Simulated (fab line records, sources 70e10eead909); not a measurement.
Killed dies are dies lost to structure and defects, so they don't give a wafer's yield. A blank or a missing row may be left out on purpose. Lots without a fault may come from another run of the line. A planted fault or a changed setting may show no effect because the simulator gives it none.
fab line records | flow nand_harc
record lots=7 wafers=18 last_day=24
route steps=1159 shown A_SOURCE_PLATE@416 A_ONON_D1@424 END@1159
lots that met no fault: from a run of the same line without faults
start_h: hours from the record's first day to the start of the lot's first wafer shown | wait_h: hours since the lot's step before | " the same as in the row above | L1.1+2: a row that stands for several wafers | - no value, or no start given | * or withheld: withheld | < > ~ a bound
route shown NAME@n: a module of which the file shows steps, and the number in the route of the first | usual: mean/standard deviation of fault-free wafers | same: alike in all rows | chamber/n: place in a boat | sites: the reading at each site | _std_site: their standard deviation | _edge_site: outer sites' mean less inner sites' | radius_mm: how far each site lies from the wafer's centre | mask NAME#n: copy n | behind: the tool/chamber that last shaped the wafer | hold: why the lot was held/for how many hours/how that ended | device: the transistor (n, p or np) that didn't switch | end of line: the same wafers' tests at the end of the route | a step without rows: its recipe alone | killed: dies lost to structure and defects at the first sort, not the wafer's yield | map: a wafer's dies, x killed, . not, _ none there
set.NAME: the setting as run; set.NAME@STEP: as run at that earlier step | model.NAME: the simulator's own value behind a step, which no gauge read
lots at some steps of the route; a table a step, a row a wafer
services: from which hour (start_h, from the record's first day; less than 0 if before it) a tool's chamber was out of use, for how many hours, and why
## steps
# step NHARC_A_SOURCE_PLATE_THK_MEAS_09
# recipe thk_meas_gauge=ellipsometry
# usual thk_nm=9.7/1
# columns lot.wafer tool chamber start_h wait_h thk_nm
L131.2 film_metro-01 - 162.65 0.4 9.9
L131.4 " - " " 10.1
L131.6 " - " " 9.1
L137.1 film_metro-01 - 210.03 0.4 10.0
L137.3 " - " " 10.6
L137.6 " - " " 9.0
L141.1 film_metro-01 - 223.18 0.4 8.9
L141.2 " - " " 10.9
L139.1 film_metro-01 - 223.19 0.4 10.3
L139.2 " - " " 10.4
L144.1 film_metro-02 - 243.96 0.4 10.9
L144.6 " - " " 7.6
L146.1 film_metro-01 - 252.63 0.4 9.5
L146.4 " - " " 8.5
L146.5 " - " " 10.0
L150.1 film_metro-02 - 273.79 0.4 11.0
L150.4 " - " " 10.1
L150.6 " - " " 8.5
# step NHARC_A_SOURCE_PLATE_PVD_04
# recipe target_thk_a=500 material=WSi2
# step NHARC_A_SOURCE_PLATE_CVD_03
# recipe target_thk_a=2000 temp_c=620 pressure_mtorr=200 time_s=4000 material=poly-Si
# step NHARC_A_SOURCE_PLATE_ANNEAL_05
# recipe temp_c=850 time_s=1800
# step NHARC_A_SOURCE_PLATE_THK_MEAS_06
# recipe thk_meas_gauge=ellipsometry
# usual thk_nm=200.1/2.2
# columns lot.wafer tool chamber start_h wait_h thk_nm
L131.2 film_metro-01 - 178.75 0.4 201.5
L131.4 " - " " 200.0
L131.6 " - " " 198.4
L137.1 film_metro-01 - 226.78 0.4 195.6
L137.3 " - " " 198.8
L137.6 " - " " 197.4
L141.1 film_metro-02 - 236.54 0.4 200.0
L141.2 " - " " 199.0
L139.1 film_metro-02 - 236.55 0.4 198.5
L139.2 " - " " 200.0
L144.1 film_metro-01 - 257.08 0.4 200.8
L144.6 " - " " 201.4
L146.1 film_metro-02 - 265.43 0.4 200.0
L146.4 " - " " 199.4
L146.5 " - " " 200.4
L150.1 film_metro-01 - 286.91 0.4 201.2
L150.4 " - " " 204.3
L150.6 " - " " 203.1
# step NHARC_A_SOURCE_PLATE_INSPECT_08
# usual raw_defect_count=61/23
# columns lot.wafer tool chamber start_h wait_h raw_defect_count
L131.2 defect_inspect-01 - 178.83 0.0 46
L131.4 " - " " 27
L131.6 " - " " 72
L137.1 defect_inspect-02 - 226.88 0.0 58
L137.3 " - " " 133
L137.6 " - " " 59
L141.1 defect_inspect-02 - 236.60 0.0 75
L141.2 " - " " 63
L139.1 defect_inspect-02 - 236.61 0.0 48
L139.2 " - " " 53
L144.1 defect_inspect-01 - 257.16 0.0 81
L144.6 " - " " 55
L146.1 defect_inspect-02 - 265.50 0.0 60
L146.4 " - " " 83
L146.5 " - " " 28
L150.1 defect_inspect-01 - 286.98 0.0 114
L150.4 " - " " 102
L150.6 " - " " 72
# step NHARC_A_ONON_D1_DEP_00
# recipe target_thk_a=10000 n2_flow_sccm=2750 n2o_flow_sccm=2000 nh3_flow_sccm=500 sih4_flow_sccm=210 temp_c=400
# step NHARC_A_ONON_D1_THK_MEAS_02
# recipe thk_meas_gauge=ellipsometry
# usual thk_nm=1003/9.6
# columns lot.wafer tool chamber start_h wait_h thk_nm
L131.2 film_metro-02 - 179.41 - 999
L131.4 " - " " 999
L131.6 " - " " 998
L137.1 film_metro-01 - 227.46 - 1007
L137.3 " - " " 1007
L137.6 " - " " 1008
L141.1 film_metro-02 - 237.18 - 995
L141.2 " - " " 995
L139.1 film_metro-02 - 237.29 - 982
L139.2 " - " " 981
L144.1 film_metro-01 - 258.02 - 996
L144.6 " - " " 999
L146.1 film_metro-02 - 266.07 - 1007
L146.4 " - " " 1007
L146.5 " - " " 1007
L150.1 film_metro-02 - 287.55 - 1021
L150.4 " - " " 1022
L150.6 " - " " 1021
# step NHARC_A_ONON_D1_DEP_03
# recipe target_thk_a=10000 n2_flow_sccm=2750 n2o_flow_sccm=2000 nh3_flow_sccm=500 sih4_flow_sccm=210 temp_c=400
# step NHARC_A_ONON_D1_THK_MEAS_05
# recipe thk_meas_gauge=ellipsometry
# usual thk_nm=1000/9.2
# columns lot.wafer tool chamber start_h wait_h thk_nm
L131.2 film_metro-01 - 180.09 - 979
L131.4 " - " " 976
L131.6 " - " " 976
L137.1 film_metro-01 - 228.03 - 1012
L137.3 " - " " 1013
L137.6 " - " " 1014
L141.1 film_metro-01 - 237.75 - 988
L141.2 " - " " 990
L139.1 film_metro-02 - 238.10 - 1000
L139.2 " - " " 1000
L144.1 film_metro-01 - 258.77 - 1000
L144.6 " - " " 999
L146.1 film_metro-02 - 266.65 - 989
L146.4 " - " " 988
L146.5 " - " " 988
L150.1 film_metro-02 - 288.11 - 1013
L150.4 " - " " 1014
L150.6 " - " " 1013
# step NHARC_A_ONON_D1_DEP_06
# recipe target_thk_a=10000 n2_flow_sccm=2750 n2o_flow_sccm=2000 nh3_flow_sccm=500 sih4_flow_sccm=210 temp_c=400
# columns lot.wafer tool chamber start_h wait_h
L131.2+4+6 pecvd_onon-02 0 180.34 0.2
L137.1+3+6 pecvd_onon-02 0 228.09 0.1
L141.1+2 pecvd_onon-02 0 238.08 0.3
L139.1+2 pecvd_onon-02 0 238.43 0.3
L144.1+6 pecvd_onon-02 0 258.98 0.2
L146.1+4+5 pecvd_onon-01 0 266.70 0.1
L150.1+4+6 pecvd_onon-04 0 288.17 0.1
# step NHARC_A_ONON_D1_THK_MEAS_08
# recipe thk_meas_gauge=ellipsometry
# usual thk_nm=1001/8.6
# columns lot.wafer tool chamber start_h wait_h thk_nm
L131.2 film_metro-01 - 180.79 - 993
L131.4 " - " " 992
L131.6 " - " " 992
L137.1 film_metro-01 - 228.60 - 999
L137.3 " - " " 998
L137.6 " - " " 1001
L141.1 film_metro-01 - 238.59 - 714
L141.2 " - " " 999
L139.1 film_metro-02 - 238.95 - 712
L139.2 " - " " 997
L144.1 film_metro-02 - 259.49 - 724
L144.6 " - " " 725
L146.1 film_metro-02 - 267.21 - 994
L146.4 " - " " 996
L146.5 " - " " 993
L150.1 film_metro-02 - 288.68 - 1005
L150.4 " - " " 1007
L150.6 " - " " 1007
# step NHARC_A_ONON_D1_DEP_09
# recipe target_thk_a=10000 n2_flow_sccm=2750 n2o_flow_sccm=2000 nh3_flow_sccm=500 sih4_flow_sccm=210 temp_c=400
# step NHARC_END_SORT_01
# recipe temp_c=25
# usual killed_at_array=25/9.8 killed_at_other=0.8/1.1 killed_at_periphery=3.3/2.1 killed_dies=29/10 killed_open=3.3/1.8 killed_short=1.9/1.4
# same gross_dies=677
# columns lot.wafer tool chamber start_h wait_h killed_at_array killed_at_other killed_at_periphery killed_dies killed_open killed_short
L137.1 prober-02 0 509.85 2.5 27 4 2 33 4 1
L137.3 prober-02 0 511.45 3.1 42 6 3 51 4 3
L137.6 prober-02 0 513.84 4.0 31 1 7 39 5 3
L141.1 prober-02 0 540.42 2.5 676 0 1 677 1 2
L141.2 prober-02 0 541.22 2.8 32 0 2 34 4 1
L139.1 prober-01 0 540.44 2.5 675 0 2 677 4 2
L139.2 prober-01 0 541.23 2.8 37 1 2 40 7 3
L144.1 prober-02 0 548.27 2.5 675 0 2 677 2 2
L144.6 prober-02 0 552.21 3.9 676 0 1 677 0 0
L150.1 prober-02 0 580.80 2.5 37 0 7 44 3 0
L150.4 prober-02 0 583.18 3.4 40 0 4 44 6 1
L150.6 prober-02 0 584.77 4.0 39 1 4 44 5 1
# killed by level:class
L137.1 A_SLIT:chamber_film_flake=11 A_CHANNEL_HOLE_D1:chamber_film_flake=7 A_CONTACT:chamber_film_flake=4 THIN_TSV:chamber_film_flake=3 P_GATE:geometric_particle:open=1 A_ONON_D1:geometric_particle:open=1 A_SGD_CUT:geometric_particle:open=1 A_SGD_CUT:geometric_particle:short=1
L137.3 A_SLIT:chamber_film_flake=15 A_CHANNEL_HOLE_D1:chamber_film_flake=12 A_CONTACT:chamber_film_flake=6 THIN_TSV:chamber_film_flake=6 A_WL_FILL:geometric_particle:short=2 P_M0:geometric_particle:open=1 A_ONON_D1:geometric_particle:open=1 A_WL_FILL:geometric_particle:open=1
L137.6 A_SLIT:chamber_film_flake=13 A_CHANNEL_HOLE_D1:chamber_film_flake=10 P_STI:chamber_film_flake=3 P_GATE:geometric_particle:open=2 P_CONTACT:geometric_particle:open=1 P_M1:geometric_particle:open=1 A_SOURCE_PLATE:geometric_particle:open=1 A_CHANNEL_HOLE_D1:geometric_particle:short=1
L141.1 A_ONON_D1:area_dep=648 A_SLIT:chamber_film_flake=9 A_STAIRCASE:chamber_film_flake=7 A_CONTACT:chamber_film_flake=6 A_CHANNEL_HOLE_D1:chamber_film_flake=4 P_M0:geometric_particle:short=1 A_SGD_CUT:geometric_particle:open=1 A_CONTACT:geometric_particle:short=1
L139.1 A_ONON_D1:area_dep=653 A_CHANNEL_HOLE_D1:chamber_film_flake=11 A_STAIRCASE:chamber_film_flake=3 A_CONTACT:chamber_film_flake=2 P_CONTACT:geometric_particle:open=1 A_CHANNEL_FILL_D1:geometric_particle:open=1 A_CHANNEL_FILL_D1:geometric_particle:short=1 A_WL_FILL:geometric_particle:short=1
L141.2 A_SLIT:chamber_film_flake=11 A_STAIRCASE:chamber_film_flake=6 A_CONTACT:chamber_film_flake=6 A_CHANNEL_HOLE_D1:chamber_film_flake=5 P_GATE:geometric_particle:open=1 A_ONON_D1:geometric_particle:short=1 A_ONON_D1:geometric_particle:open=1 A_CHANNEL_FILL_D1:geometric_particle:open=1
L139.2 A_CHANNEL_HOLE_D1:chamber_film_flake=21 A_STAIRCASE:chamber_film_flake=5 A_WL_FILL:geometric_particle:short=2 A_WL_FILL:geometric_particle:open=2 A_CONTACT:geometric_particle:open=2 A_CONTACT:chamber_film_flake=2 P_M0:geometric_particle:open=1 A_CHANNEL_FILL_D1:geometric_particle:open=1
L144.1 A_ONON_D1:area_dep=634 A_SLIT:chamber_film_flake=20 A_CHANNEL_HOLE_D1:chamber_film_flake=11 A_STAIRCASE:chamber_film_flake=3 A_CONTACT:chamber_film_flake=3 P_M0:geometric_particle:open=1 A_SGD_CUT:geometric_particle:short=1 A_WL_FILL:geometric_particle:short=1
L144.6 A_ONON_D1:area_dep=644 A_CHANNEL_HOLE_D1:chamber_film_flake=17 A_SLIT:chamber_film_flake=9 A_STAIRCASE:chamber_film_flake=4 P_STI:chamber_film_flake=1 A_CONTACT:chamber_film_flake=1 A_M1:chamber_film_flake=1
L150.1 A_SLIT:chamber_film_flake=18 A_CONTACT:chamber_film_flake=8 A_CHANNEL_HOLE_D1:chamber_film_flake=6 P_M2:chamber_film_flake=3 P_CONTACT:geometric_particle:open=2 A_STAIRCASE:chamber_film_flake=2 A_BLC:chamber_film_flake=2 A_CONTACT:geometric_particle:open=1
L150.4 A_SLIT:chamber_film_flake=21 A_CONTACT:chamber_film_flake=5 A_CHANNEL_HOLE_D1:chamber_film_flake=4 P_M0:geometric_particle:open=2 A_CONTACT:geometric_particle:open=2 A_WL_FILL:chamber_film_flake=2 A_BLC:chamber_film_flake=2 A_CHANNEL_FILL_D1:geometric_particle:short=1
L150.6 A_SLIT:chamber_film_flake=16 A_CHANNEL_HOLE_D1:chamber_film_flake=9 A_STAIRCASE:chamber_film_flake=5 A_CONTACT:chamber_film_flake=3 P_M2:chamber_film_flake=2 A_ONON_D1:geometric_particle:short=1 A_ONON_D1:geometric_particle:open=1 A_SLIT:geometric_particle:open=1
# map L139.1 (x killed, . not)
____________x____________
_________xxxxxxx_________
_______xxxxxxxxxxx_______
______xxxxxxxxxxxxx______
_____xxxxxxxxxxxxxxx_____
____xxxxxxxxxxxxxxxxx____
____xxxxxxxxxxxxxxxxx____
___xxxxxxxxxxxxxxxxxxx___
___xxxxxxxxxxxxxxxxxxx___
__xxxxxxxxxxxxxxxxxxxxx__
__xxxxxxxxxxxxxxxxxxxxx__
_xxxxxxxxxxxxxxxxxxxxxxx_
_xxxxxxxxxxxxxxxxxxxxxxx_
_xxxxxxxxxxxxxxxxxxxxxxx_
_xxxxxxxxxxxxxxxxxxxxxxx_
_xxxxxxxxxxxxxxxxxxxxxxx_
xxxxxxxxxxxxxxxxxxxxxxxxx
xxxxxxxxxxxxxxxxxxxxxxxxx
xxxxxxxxxxxxxxxxxxxxxxxxx
xxxxxxxxxxxxxxxxxxxxxxxxx
xxxxxxxxxxxxxxxxxxxxxxxxx
_xxxxxxxxxxxxxxxxxxxxxxx_
_xxxxxxxxxxxxxxxxxxxxxxx_
_xxxxxxxxxxxxxxxxxxxxxxx_
_xxxxxxxxxxxxxxxxxxxxxxx_
_xxxxxxxxxxxxxxxxxxxxxxx_
__xxxxxxxxxxxxxxxxxxxxx__
__xxxxxxxxxxxxxxxxxxxxx__
___xxxxxxxxxxxxxxxxxxx___
___xxxxxxxxxxxxxxxxxxx___
____xxxxxxxxxxxxxxxxx____
____xxxxxxxxxxxxxxxxx____
_____xxxxxxxxxxxxxxx_____
______xxxxxxxxxxxxx______
_______xxxxxxxxxxx_______
_________xxxxxxx_________
____________x____________
# map L141.1 (x killed, . not)
____________x____________
_________xxxxxxx_________
_______xxxxxxxxxxx_______
______xxxxxxxxxxxxx______
_____xxxxxxxxxxxxxxx_____
____xxxxxxxxxxxxxxxxx____
____xxxxxxxxxxxxxxxxx____
___xxxxxxxxxxxxxxxxxxx___
___xxxxxxxxxxxxxxxxxxx___
__xxxxxxxxxxxxxxxxxxxxx__
__xxxxxxxxxxxxxxxxxxxxx__
_xxxxxxxxxxxxxxxxxxxxxxx_
_xxxxxxxxxxxxxxxxxxxxxxx_
_xxxxxxxxxxxxxxxxxxxxxxx_
_xxxxxxxxxxxxxxxxxxxxxxx_
_xxxxxxxxxxxxxxxxxxxxxxx_
xxxxxxxxxxxxxxxxxxxxxxxxx
xxxxxxxxxxxxxxxxxxxxxxxxx
xxxxxxxxxxxxxxxxxxxxxxxxx
xxxxxxxxxxxxxxxxxxxxxxxxx
xxxxxxxxxxxxxxxxxxxxxxxxx
_xxxxxxxxxxxxxxxxxxxxxxx_
_xxxxxxxxxxxxxxxxxxxxxxx_
_xxxxxxxxxxxxxxxxxxxxxxx_
_xxxxxxxxxxxxxxxxxxxxxxx_
_xxxxxxxxxxxxxxxxxxxxxxx_
__xxxxxxxxxxxxxxxxxxxxx__
__xxxxxxxxxxxxxxxxxxxxx__
___xxxxxxxxxxxxxxxxxxx___
___xxxxxxxxxxxxxxxxxxx___
____xxxxxxxxxxxxxxxxx____
____xxxxxxxxxxxxxxxxx____
_____xxxxxxxxxxxxxxx_____
______xxxxxxxxxxxxx______
_______xxxxxxxxxxx_______
_________xxxxxxx_________
____________x____________
## services
# columns tool chamber start_h hours kind
pecvd_onon-01 - 195.04 13.0 pm
pecvd_onon-04 - 237.37 13.0 pm
## key
first_sign step=NHARC_A_ONON_D1_THK_MEAS_08 reading=thk_nm direction=down sigmas=33 usual=1001 struck=719
effect step=NHARC_END_SORT_01 reading=killed_at_array direction=up sigmas=66 usual=25 struck=676
more_kills_born_at NHARC_A_ONON_D1_DEP_06@pecvd_onon-02=2579
met_at NHARC_A_ONON_D1_DEP_06
struck_wafers L139.1,L141.1,L144.1,L144.6
later_rows_left_out L139.1,L141.1,L144.1,L144.6
tester_left_out L139,L141,L144
onset_between 228.09 238.08
fault kind=process_parameter_drift tool=pecvd_onon-02 chamber=- onset_h=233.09 steps=NHARC_A_ONON_D1_DEP_06 channel=target_thk_a offset=* shape=step end_h=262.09 scope=struck_wafers_only acts_in=* stated=*
# tester_left_out: of these lots the tester's yield and bins aren't shown, on N5 and GAA mostly nor the transistor test; their killed dies are dies lost to structure and defects alone, not to doping, threshold or leakage, so they don't give the yield
# later_rows_left_out: the simulator's readings of these wafers behind a module that went badly wrong aren't trusted and aren't shown, but for the sort
